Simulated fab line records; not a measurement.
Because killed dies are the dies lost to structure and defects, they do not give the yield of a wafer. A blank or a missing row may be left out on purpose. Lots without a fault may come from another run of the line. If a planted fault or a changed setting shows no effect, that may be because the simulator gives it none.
fab line records -- flow n5-finfet -- part 1 of 2: steps 1 to 4 of 6
[record] lots = 19, wafers = 57, last-day = 17
route steps=1938 shown ZERO_LAYER@19 SPACER0@259 SD_EPI_N@277 SD_EPI_P@312
lots that met no fault: taken from a fault-free run of the same line
start-h: the number of hours between the record's first day and the start of the first shown wafer of the lot -- wait-h: hours from the lot's prior step to this one -- " as in the row above -- L1.1+2: one row covering several wafers at once -- - no value, or no start was given -- * or withheld: withheld -- < > ~ a bound
route shown NAME@n: names a module that has steps shown in the file, with the first one's number in the route -- usual: mean and standard deviation over wafers with no fault -- same: alike in all rows -- chamber/n: place in a boat -- sites: the reading at each site -- _std_site: standard deviation across them -- _edge_site: mean of outer sites minus mean of inner sites -- radius-mm: how far each site lies from the wafer's centre -- mask NAME#n: copy n -- behind: the tool/chamber that last shaped the wafer -- hold: why the lot went on hold/how many hours it stayed there/how the hold came to an end -- device: transistor that didn't switch, given as n, p or np -- end of line: tests run on the same wafers once the route is complete -- a step with no rows: only its recipe -- killed: not the wafer's yield, but the dies lost to structure and defects at the first sort -- map: per-die view of a wafer (x killed, . not killed, _ where there is no die)
set.NAME: setting as actually run; set.NAME@STEP: the setting as run at that earlier step -- model.NAME: the simulator's own value behind a step, which no gauge read
a sample of lots followed through the steps of the route, with each step as a table and each wafer as a row
services: a tool's chamber out of use, with start hour (start-h, from the record's first day; less than 0 if before it), hours out, and reason
[[steps]]
[step N5_ZERO_LAYER_INSPECT_20]
[recipe] inspect-instrument = darkfield, mode = post-clean
[usual] raw-defect-count = 35/14
lot.wafer,tool,chamber,start-h,wait-h,raw-defect-count
L075.1,defect-inspect-02,-,19.26,0.0,49
L075.3,defect-inspect-02,-,19.26,0.0,78
L075.5,defect-inspect-02,-,19.26,0.0,35
L076.1,defect-inspect-01,-,25.37,0.0,69
L076.4,defect-inspect-01,-,25.37,0.0,39
L076.6,defect-inspect-01,-,25.37,0.0,49
L077.2,defect-inspect-02,-,31.25,0.0,17
L077.5,defect-inspect-02,-,31.25,0.0,54
L077.6,defect-inspect-02,-,31.25,0.0,36
L079.1,defect-inspect-02,-,43.37,0.0,20
L079.2,defect-inspect-02,-,43.37,0.0,14
L079.5,defect-inspect-02,-,43.37,0.0,37
L080.2,defect-inspect-02,-,49.27,0.0,35
L080.3,defect-inspect-02,-,49.27,0.0,24
L080.4,defect-inspect-02,-,49.27,0.0,35
L081.2,defect-inspect-02,-,55.29,0.0,23
L081.4,defect-inspect-02,-,55.29,0.0,38
L081.5,defect-inspect-02,-,55.29,0.0,44
L082.1,defect-inspect-01,-,61.57,0.0,29
L082.3,defect-inspect-01,-,61.57,0.0,31
L082.6,defect-inspect-01,-,61.57,0.0,23
L083.1,defect-inspect-01,-,67.57,0.0,49
L083.2,defect-inspect-01,-,67.57,0.0,41
L083.3,defect-inspect-01,-,67.57,0.0,58
L084.2,defect-inspect-02,-,73.55,0.0,39
L084.5,defect-inspect-02,-,73.55,0.0,45
L084.6,defect-inspect-02,-,73.55,0.0,45
L085.1,defect-inspect-02,-,79.68,0.0,25
L085.4,defect-inspect-02,-,79.68,0.0,34
L085.5,defect-inspect-02,-,79.68,0.0,30
L086.2,defect-inspect-01,-,85.52,0.0,26
L086.4,defect-inspect-01,-,85.52,0.0,37
L086.6,defect-inspect-01,-,85.52,0.0,35
L087.1,defect-inspect-01,-,91.40,0.0,23
L087.3,defect-inspect-01,-,91.40,0.0,31
L087.5,defect-inspect-01,-,91.40,0.0,35
L088.1,defect-inspect-01,-,97.42,0.0,40
L088.2,defect-inspect-01,-,97.42,0.0,60
L088.4,defect-inspect-01,-,97.42,0.0,45
L089.2,defect-inspect-01,-,103.31,0.0,28
L089.3,defect-inspect-01,-,103.31,0.0,36
L089.5,defect-inspect-01,-,103.31,0.0,23
L090.2,defect-inspect-02,-,109.38,0.0,21
L090.3,defect-inspect-02,-,109.38,0.0,24
L090.4,defect-inspect-02,-,109.38,0.0,17
L091.3,defect-inspect-02,-,115.40,0.0,28
L091.4,defect-inspect-02,-,115.40,0.0,26
L091.6,defect-inspect-02,-,115.40,0.0,43
L092.1,defect-inspect-01,-,121.60,0.0,22
L092.2,defect-inspect-01,-,121.60,0.0,18
L092.5,defect-inspect-01,-,121.60,0.0,30
L093.4,defect-inspect-01,-,127.65,0.0,40
L093.5,defect-inspect-01,-,127.65,0.0,18
L093.6,defect-inspect-01,-,127.65,0.0,20
L095.1,defect-inspect-01,-,139.51,0.0,26
L095.4,defect-inspect-01,-,139.51,0.0,33
L095.5,defect-inspect-01,-,139.51,0.0,33
[step N5_SPACER0_ALD_00]
[recipe] material = SiOCN, target-thk-a = 35, temp-c = 400, ald-precursor-family = alkyl-aminosilane, ald-co-reactant = O2/N2-plasma, pulse-time-s = 3, purge-time-s = 2, co-reactant-purge-time-s = 2, ald-cycles = 58, pressure-torr = 2
[usual] heater-power-w = 872/110, precursor-pulse-height-rel = 1.000/0.02
lot.wafer,tool,chamber,start-h,wait-h,heater-power-w,precursor-pulse-height-rel
L075.1,ald-sin-03,1,55.94,0.1,835,1.007
L075.3,ald-sin-03,3,55.94,0.1,844,1.013
L075.5,ald-sin-03,2,55.94,0.1,914,1.007
L076.1,ald-sin-03,1,59.09,0.1,860,1.029
L076.4,ald-sin-03,2,59.09,0.1,918,0.994
L076.6,ald-sin-03,2,59.09,0.1,950,0.991
L077.2,ald-sin-04,2,66.16,0.1,988,1.002
L077.5,ald-sin-04,3,66.16,0.1,1062,0.960
L077.6,ald-sin-04,2,66.16,0.1,955,0.984
L079.1,ald-sin-02,1,75.71,0.1,710,1.012
L079.2,ald-sin-02,0,75.71,0.1,882,0.970
L079.5,ald-sin-02,1,75.71,0.1,676,1.018
L080.2,ald-sin-02,1,84.41,0.1,687,0.999
L080.3,ald-sin-02,0,84.41,0.1,875,1.032
L080.4,ald-sin-02,3,84.41,0.1,1066,0.983
L081.2,ald-sin-03,1,88.73,0.1,858,1.003
L081.4,ald-sin-03,0,88.73,0.1,837,0.987
L081.5,ald-sin-03,2,88.73,0.1,941,1.001
L082.1,ald-sin-03,3,96.22,0.1,841,0.978
L082.3,ald-sin-03,0,96.22,0.1,828,0.993
L082.6,ald-sin-03,0,96.22,0.1,844,0.993
L083.1,ald-sin-03,2,109.81,0.1,941,0.968
L083.2,ald-sin-03,0,109.81,0.1,832,0.963
L083.3,ald-sin-03,3,109.81,0.1,830,0.972
L084.2,ald-sin-02,0,111.16,0.1,885,1.000
L084.5,ald-sin-02,0,111.16,0.1,870,1.028
L084.6,ald-sin-02,3,111.16,0.1,1051,1.014
L085.1,ald-sin-02,1,118.94,0.1,681,0.997
L085.4,ald-sin-02,2,118.94,0.1,774,0.951
L085.5,ald-sin-02,0,118.94,0.1,874,1.005
L086.2,ald-sin-04,0,121.82,0.1,726,1.015
L086.4,ald-sin-04,3,121.82,0.1,1072,1.007
L086.6,ald-sin-04,3,121.82,0.1,1051,1.010
L087.1,ald-sin-04,3,125.71,0.1,1055,0.977
L087.3,ald-sin-04,2,125.71,0.1,919,0.993
L087.5,ald-sin-04,0,125.71,0.1,703,0.998
L088.1,ald-sin-04,0,133.21,0.1,706,1.016
L088.2,ald-sin-04,2,133.21,0.1,954,1.006
L088.4,ald-sin-04,1,133.21,0.1,800,0.996
L089.2,ald-sin-02,0,138.68,0.1,881,1.013
L089.3,ald-sin-02,1,138.68,0.1,685,1.011
L089.5,ald-sin-02,0,138.68,0.1,886,0.971
L090.2,ald-sin-03,0,144.38,0.1,846,0.985
L090.3,ald-sin-03,1,144.38,0.1,835,1.007
L090.4,ald-sin-03,3,144.38,0.1,856,1.001
L091.3,ald-sin-03,3,148.72,0.1,843,1.004
L091.4,ald-sin-03,0,148.72,0.1,838,1.021
L091.6,ald-sin-03,1,148.72,0.1,853,1.022
L092.1,ald-sin-03,3,157.08,0.1,826,0.991
L092.2,ald-sin-03,0,157.08,0.1,821,0.989
L092.5,ald-sin-03,2,157.08,0.1,929,0.989
L093.4,ald-sin-02,3,162.58,0.1,1076,0.988
L093.5,ald-sin-02,2,162.58,0.1,779,0.998
L093.6,ald-sin-02,0,162.58,0.1,874,1.021
L095.1,ald-sin-03,3,173.12,0.1,844,0.979
L095.4,ald-sin-03,2,173.12,0.1,962,0.991
L095.5,ald-sin-03,3,173.12,0.1,849,1.015
[step N5_SD_EPI_N_ETCHBACK_44]
[recipe] chemistry = CH3F/O2, mode = anisotropic-etchback, target = SiNx, target-depth-a = 145, stop-on = SiO2, over-etch-frac = 0.3, ion-energy-ev = 120, pressure-mtorr = 30, source-w = 395, bias-w = 73, Ar_flow_sccm = 150, CH3F_flow_sccm = 30, O2_flow_sccm = 20
[usual] O2_flow_sccm = 20.00/0.06, chamber-pressure-mTorr = 30.004/0.028, drypump-motor-current-A = 5.4/0.49, mfc-ar-sccm = 150.1/0.42, oes_f_703_au = 0.79/0.064, oes-product-au = 0.68/0.059, rf-vpp-V = 298/4.1, showerhead-plenum-p-Torr = 2.01/0.067, throttle-valve-pct = 16.32/0.25
lot.wafer,tool,chamber,start-h,wait-h,O2_flow_sccm,chamber-pressure-mTorr,drypump-motor-current-A,mfc-ar-sccm,oes_f_703_au,oes-product-au,rf-hours-counter-h,rf-vpp-V,showerhead-plenum-p-Torr,throttle-valve-pct
L075.1,rie-diel-06,0,59.23,0.0,19.97,29.978,5.1,150.2,0.77,0.65,151,291,2.08,16.49
L075.3,rie-diel-06,3,59.23,0.0,19.97,30.043,4.9,149.9,0.85,0.75,36,302,1.94,15.88
L075.5,rie-diel-06,3,59.23,0.0,19.94,30.012,4.9,150.5,0.86,0.75,-,303,1.94,15.86
L076.1,rie-diel-06,3,60.46,0.0,19.94,29.968,4.9,149.7,0.85,0.75,36,300,1.94,15.87
L076.4,rie-diel-06,1,60.46,0.0,20.07,29.939,5.4,150.1,0.81,0.72,62,303,2.04,16.29
L076.6,rie-diel-06,3,60.46,0.0,19.95,29.972,4.9,149.3,0.85,0.75,-,302,1.94,15.87
L077.2,rie-diel-06,2,67.48,0.0,20.04,29.957,5.2,150.3,0.85,0.72,73,302,1.94,16.33
L077.5,rie-diel-06,1,67.48,0.0,19.94,29.960,5.3,150.0,0.81,0.72,-,303,2.04,16.29
L077.6,rie-diel-06,0,67.48,0.0,19.96,30.019,5.0,150.1,0.76,0.64,-,291,2.08,16.50
L079.1,rie-diel-06,1,77.02,0.0,19.97,30.002,5.3,149.4,0.81,0.71,68,303,2.04,16.30
L079.2,rie-diel-06,0,77.02,0.0,19.99,29.990,5.0,149.8,0.75,0.64,158,290,2.07,16.51
L079.5,rie-diel-06,0,77.02,0.0,20.03,30.000,5.1,150.2,0.75,0.64,-,290,2.07,16.51
L080.2,rie-diel-06,0,85.83,0.0,19.97,30.003,5.0,150.2,0.76,0.64,161,291,2.07,16.51
L080.3,rie-diel-06,1,85.83,0.0,20.07,30.051,5.4,149.4,0.80,0.71,71,303,2.04,16.31
L080.4,rie-diel-06,2,85.83,0.0,19.97,30.033,5.2,150.6,0.84,0.71,79,302,1.94,16.35
L081.2,rie-diel-03,1,90.08,0.0,19.97,29.996,4.9,150.3,0.84,0.72,66,296,1.96,16.00
L081.4,rie-diel-03,2,90.08,0.0,20.06,29.969,5.8,150.1,0.72,0.63,177,298,1.92,16.52
L081.5,rie-diel-03,0,90.08,0.0,19.93,29.973,6.3,150.1,0.75,0.61,-,300,2.07,16.50
L082.1,rie-diel-06,1,97.55,0.0,20.06,30.009,5.4,150.5,0.80,0.70,75,302,2.04,16.31
L082.3,rie-diel-06,2,97.55,0.0,19.98,30.013,5.2,149.2,0.84,0.71,82,300,1.94,16.35
L082.6,rie-diel-06,1,97.55,0.0,19.92,29.961,5.4,150.2,0.79,0.70,-,303,2.04,16.31
L083.1,rie-diel-06,3,111.00,0.0,20.13,30.006,4.9,150.8,0.82,0.72,54,301,1.94,15.89
L083.2,rie-diel-06,0,111.00,0.0,19.95,30.030,5.1,149.4,0.75,0.63,169,290,2.07,16.54
L083.3,rie-diel-06,2,111.00,0.0,20.02,30.028,5.2,149.7,0.84,0.69,87,300,1.93,16.35
L084.2,rie-diel-01,2,113.00,0.0,20.00,29.978,5.1,151.0,0.79,0.69,88,293,2.11,16.61
L084.5,rie-diel-01,3,113.00,0.0,19.98,30.033,6.5,149.9,0.90,0.76,-,303,2.12,15.96
L084.6,rie-diel-01,2,113.00,0.0,19.92,30.015,5.1,150.1,0.79,0.69,-,292,2.11,16.61
L085.1,rie-diel-06,1,120.13,0.0,19.95,29.971,5.4,150.0,0.79,0.70,82,302,2.03,16.33
L085.4,rie-diel-06,2,120.13,0.0,20.01,30.028,5.2,150.3,0.84,0.69,90,302,1.93,16.37
L085.5,rie-diel-06,3,120.13,0.0,20.07,30.001,4.9,150.1,0.82,0.72,-,302,1.94,15.90
L086.2,rie-diel-06,3,123.14,0.0,20.07,30.024,4.9,150.0,0.82,0.72,60,299,1.94,15.92
L086.4,rie-diel-06,2,123.14,0.0,20.04,29.998,5.2,150.1,0.84,0.69,92,301,1.93,16.38
L086.6,rie-diel-06,2,123.14,0.0,20.01,29.956,5.2,150.5,0.82,0.70,-,302,1.93,16.36
L087.1,rie-diel-03,2,127.03,0.0,19.99,29.972,5.8,149.8,0.71,0.62,191,299,1.91,16.57
L087.3,rie-diel-03,1,127.03,0.0,20.04,30.021,4.8,150.2,0.82,0.71,80,297,1.95,16.03
L087.5,rie-diel-03,1,127.03,0.0,20.07,30.019,4.8,150.3,0.81,0.70,-,297,1.95,16.01
L088.1,rie-diel-01,0,134.44,0.0,20.02,29.950,5.6,150.8,0.75,0.63,195,298,1.97,16.51
L088.2,rie-diel-01,3,134.44,0.0,19.90,29.959,6.5,149.9,0.89,0.75,33,302,2.12,15.96
L088.4,rie-diel-01,1,134.44,0.0,19.97,29.969,5.7,150.1,0.70,0.58,247,291,1.97,16.56
L089.2,rie-diel-03,1,140.00,0.0,20.02,29.975,4.8,150.0,0.81,0.70,86,297,1.95,16.03
L089.3,rie-diel-03,3,140.00,0.0,20.04,30.042,5.8,149.5,0.94,0.85,1,298,2.05,16.21
L089.5,rie-diel-03,3,140.00,0.0,19.97,29.956,5.8,150.0,0.95,0.84,-,298,2.05,16.23
L090.2,rie-diel-06,1,146.00,0.0,19.98,30.008,5.4,150.5,0.78,0.68,91,303,2.03,16.35
L090.3,rie-diel-06,2,146.00,0.0,19.98,30.036,5.2,150.3,0.82,0.69,99,303,1.93,16.40
L090.4,rie-diel-06,0,146.00,0.0,20.11,29.972,5.0,150.1,0.74,0.63,181,292,2.07,16.54
L091.3,rie-diel-06,1,150.04,0.0,19.91,30.016,5.4,149.9,0.78,0.69,93,303,2.03,16.34
L091.4,rie-diel-06,0,150.04,0.0,20.09,30.030,5.0,149.5,0.74,0.63,182,292,2.07,16.56
L091.6,rie-diel-06,2,150.04,0.0,20.02,30.051,5.2,149.8,0.82,0.69,-,300,1.93,16.39
L092.1,rie-diel-03,2,159.28,0.0,20.09,30.005,5.8,150.6,0.70,0.62,203,298,1.91,16.56
L092.2,rie-diel-03,3,159.28,0.0,19.92,29.990,5.8,149.0,0.92,0.81,8,299,2.04,16.24
L092.5,rie-diel-03,1,159.28,0.0,20.05,29.981,4.8,149.4,0.80,0.69,-,297,1.95,16.06
L093.4,rie-diel-01,0,163.64,0.0,20.05,29.984,5.7,150.8,0.74,0.62,207,298,1.97,16.54
L093.5,rie-diel-01,0,163.64,0.0,20.10,29.978,5.6,149.6,0.74,0.62,-,298,1.97,16.54
L093.6,rie-diel-01,3,163.64,0.0,20.07,30.053,6.5,150.2,0.87,0.74,-,302,2.11,15.98
L095.1,rie-diel-03,0,174.45,0.0,20.11,30.000,6.2,150.0,0.72,0.60,223,299,2.06,16.57
L095.4,rie-diel-03,3,174.45,0.0,19.96,29.979,5.8,150.8,0.90,0.80,12,299,2.04,16.25
L095.5,rie-diel-03,0,174.45,0.0,19.95,30.015,6.3,150.1,0.72,0.60,-,299,2.06,16.55
[step N5_SD_EPI_N_ETCH_16]
[recipe] chemistry = CHF3/O2, target = SiO2, target-depth-a = 50, mask-material = SOC, pressure-mtorr = 30, source-w = 650, bias-w = 170, Ar_flow_sccm = 200, CHF3_flow_sccm = 50, O2_flow_sccm = 5, ion-energy-ev = 200
[usual] O2_flow_sccm = 5.002/0.015, chamber-pressure-mTorr = 29.99/0.037, drypump-motor-current-A = 5.4/0.49, mfc-ar-sccm = 200.0/0.59, oes_f_703_au = 0.80/0.067, oes-product-au = 0.80/0.071, rf-vpp-V = 525/7.3, showerhead-plenum-p-Torr = 2.42/0.078, throttle-valve-pct = 18.87/0.24
lot.wafer,tool,chamber,start-h,wait-h,O2_flow_sccm,chamber-pressure-mTorr,drypump-motor-current-A,mfc-ar-sccm,oes_f_703_au,oes-product-au,rf-hours-counter-h,rf-vpp-V,showerhead-plenum-p-Torr,throttle-valve-pct
L075.1,rie-diel-06,0,59.43,0.1,4.994,29.99,5.0,200.3,0.76,0.75,151,512,2.50,19.06
L075.3,rie-diel-06,3,59.43,0.1,5.011,30.04,4.9,200.5,0.86,0.86,36,531,2.35,18.45
L075.5,rie-diel-06,3,59.43,0.1,4.988,30.01,4.9,199.0,0.86,0.87,-,531,2.35,18.43
L076.1,rie-diel-06,3,60.66,0.1,5.008,29.99,4.9,199.8,0.86,0.88,36,530,2.35,18.45
L076.4,rie-diel-06,1,60.66,0.1,4.991,30.03,5.4,199.7,0.83,0.84,62,533,2.45,18.86
L076.6,rie-diel-06,3,60.66,0.1,5.013,29.96,4.9,200.2,0.86,0.87,-,530,2.35,18.44
L077.2,rie-diel-06,2,67.68,0.1,5.013,29.97,5.2,199.7,0.85,0.85,73,531,2.34,18.90
L077.5,rie-diel-06,1,67.68,0.1,5.003,29.97,5.3,200.8,0.82,0.83,-,533,2.45,18.84
L077.6,rie-diel-06,0,67.68,0.1,4.994,30.01,5.0,199.8,0.75,0.76,-,513,2.50,19.05
L079.1,rie-diel-06,1,77.22,0.1,4.997,29.98,5.4,200.2,0.82,0.83,68,533,2.45,18.86
L079.2,rie-diel-06,0,77.22,0.1,5.001,30.01,5.0,200.5,0.76,0.75,158,512,2.50,19.05
L079.5,rie-diel-06,0,77.22,0.1,5.013,30.04,5.0,199.5,0.75,0.75,-,512,2.50,19.06
L080.2,rie-diel-06,3,86.03,0.1,5.001,30.04,4.9,201.2,0.84,0.85,46,532,2.34,18.45
L080.3,rie-diel-06,1,86.03,0.1,5.009,30.00,5.4,199.1,0.81,0.83,71,532,2.45,18.86
L080.4,rie-diel-06,0,86.03,0.1,5.007,30.00,5.0,200.4,0.75,0.75,-,514,2.49,19.06
L081.2,rie-diel-03,1,90.28,0.1,5.012,30.03,4.8,200.5,0.83,0.84,66,524,2.36,18.56
L081.4,rie-diel-03,2,90.28,0.1,5.001,30.04,5.8,199.4,0.73,0.73,177,524,2.31,19.05
L081.5,rie-diel-03,0,90.28,0.1,4.981,29.97,6.3,199.2,0.74,0.72,-,527,2.49,19.07
L082.1,rie-diel-06,1,97.75,0.1,4.995,29.98,5.4,199.6,0.81,0.83,75,533,2.45,18.88
L082.3,rie-diel-06,2,97.75,0.1,4.986,30.00,5.2,199.8,0.84,0.84,82,530,2.33,18.90
L082.6,rie-diel-06,1,97.75,0.1,4.977,29.99,5.4,199.9,0.81,0.82,-,532,2.45,18.89
L083.1,rie-diel-06,3,111.20,0.1,5.020,29.97,4.9,199.9,0.83,0.85,54,532,2.34,18.46
L083.2,rie-diel-06,0,111.20,0.1,4.975,29.99,5.1,199.9,0.74,0.74,169,514,2.49,19.08
L083.3,rie-diel-06,2,111.20,0.1,5.034,30.02,5.2,200.0,0.84,0.84,87,531,2.33,18.91
L084.2,rie-diel-01,2,113.20,0.1,5.004,30.00,5.1,200.1,0.80,0.80,88,516,2.54,19.20
L084.5,rie-diel-01,3,113.20,0.1,4.953,30.02,6.5,199.8,0.91,0.90,-,532,2.55,18.54
L084.6,rie-diel-01,2,113.20,0.1,4.998,30.00,5.1,200.1,0.79,0.80,-,517,2.54,19.20
L085.1,rie-diel-06,1,120.33,0.1,5.009,30.01,5.4,200.3,0.80,0.81,82,532,2.45,18.89
L085.4,rie-diel-06,2,120.33,0.1,5.016,29.97,5.2,199.9,0.83,0.84,90,530,2.33,18.92
L085.5,rie-diel-06,3,120.33,0.1,4.995,30.01,4.9,199.4,0.82,0.85,-,531,2.34,18.49
L086.2,rie-diel-06,3,123.34,0.1,4.989,30.00,4.9,199.6,0.82,0.84,60,532,2.34,18.48
L086.4,rie-diel-06,2,123.34,0.1,4.981,29.99,5.2,200.0,0.83,0.83,92,531,2.33,18.92
L086.6,rie-diel-06,2,123.34,0.1,4.997,29.99,5.2,199.5,0.83,0.83,-,530,2.33,18.92
L087.1,rie-diel-03,2,127.23,0.1,5.028,30.00,5.8,199.9,0.72,0.72,191,524,2.31,19.05
L087.3,rie-diel-03,1,127.23,0.1,5.000,30.04,4.8,200.3,0.81,0.82,80,524,2.36,18.59
L087.5,rie-diel-03,1,127.23,0.1,4.991,29.99,4.8,199.8,0.81,0.82,-,524,2.36,18.59
L088.1,rie-diel-01,0,134.64,0.1,5.000,30.02,5.6,201.0,0.74,0.73,195,527,2.38,19.06
L088.2,rie-diel-01,3,134.64,0.1,4.985,29.98,6.5,199.8,0.89,0.88,33,532,2.55,18.53
L088.4,rie-diel-01,1,134.64,0.1,5.015,29.97,5.7,200.7,0.70,0.68,247,513,2.37,19.05
L089.2,rie-diel-03,1,140.20,0.1,5.024,29.98,4.8,199.7,0.81,0.81,86,523,2.35,18.59
L089.3,rie-diel-03,3,140.20,0.1,5.001,30.01,5.8,200.0,0.97,0.99,1,527,2.46,18.79
L089.5,rie-diel-03,3,140.20,0.1,4.990,29.97,5.8,198.5,0.96,1.02,-,526,2.46,18.78
L090.2,rie-diel-06,1,146.20,0.1,5.014,30.01,5.4,200.5,0.79,0.81,91,533,2.44,18.90
L090.3,rie-diel-06,2,146.20,0.1,5.015,29.93,5.2,199.6,0.83,0.83,99,530,2.33,18.94
L090.4,rie-diel-06,0,146.20,0.1,5.008,29.97,5.0,200.3,0.74,0.73,181,512,2.49,19.10
L091.3,rie-diel-06,1,150.24,0.1,4.993,30.01,5.4,199.9,0.79,0.80,93,532,2.44,18.89
L091.4,rie-diel-06,0,150.24,0.1,5.014,29.96,5.0,199.7,0.74,0.73,182,513,2.49,19.10
L091.6,rie-diel-06,2,150.24,0.1,5.010,30.03,5.2,200.3,0.82,0.82,-,530,2.33,18.94
L092.1,rie-diel-03,2,159.48,0.1,5.020,29.99,5.7,200.6,0.71,0.71,203,525,2.30,19.09
L092.2,rie-diel-03,3,159.48,0.1,5.016,29.97,5.8,200.4,0.92,0.96,8,529,2.46,18.80
L092.5,rie-diel-03,1,159.48,0.1,4.962,29.97,4.8,199.9,0.81,0.81,-,524,2.35,18.61
L093.4,rie-diel-01,0,163.84,0.1,5.027,29.97,5.6,199.4,0.73,0.73,207,526,2.37,19.06
L093.5,rie-diel-01,0,163.84,0.1,5.024,30.00,5.6,199.3,0.73,0.73,-,526,2.37,19.07
L093.6,rie-diel-01,3,163.84,0.1,5.010,29.99,6.5,200.2,0.87,0.86,-,531,2.54,18.57
L095.1,rie-diel-03,0,174.65,0.1,4.992,29.98,6.3,199.3,0.72,0.70,223,526,2.48,19.11
L095.4,rie-diel-03,3,174.65,0.1,4.988,30.00,5.8,198.8,0.91,0.95,12,527,2.46,18.83
L095.5,rie-diel-03,0,174.65,0.1,5.013,29.82,6.3,200.2,0.72,0.70,-,526,2.48,19.12
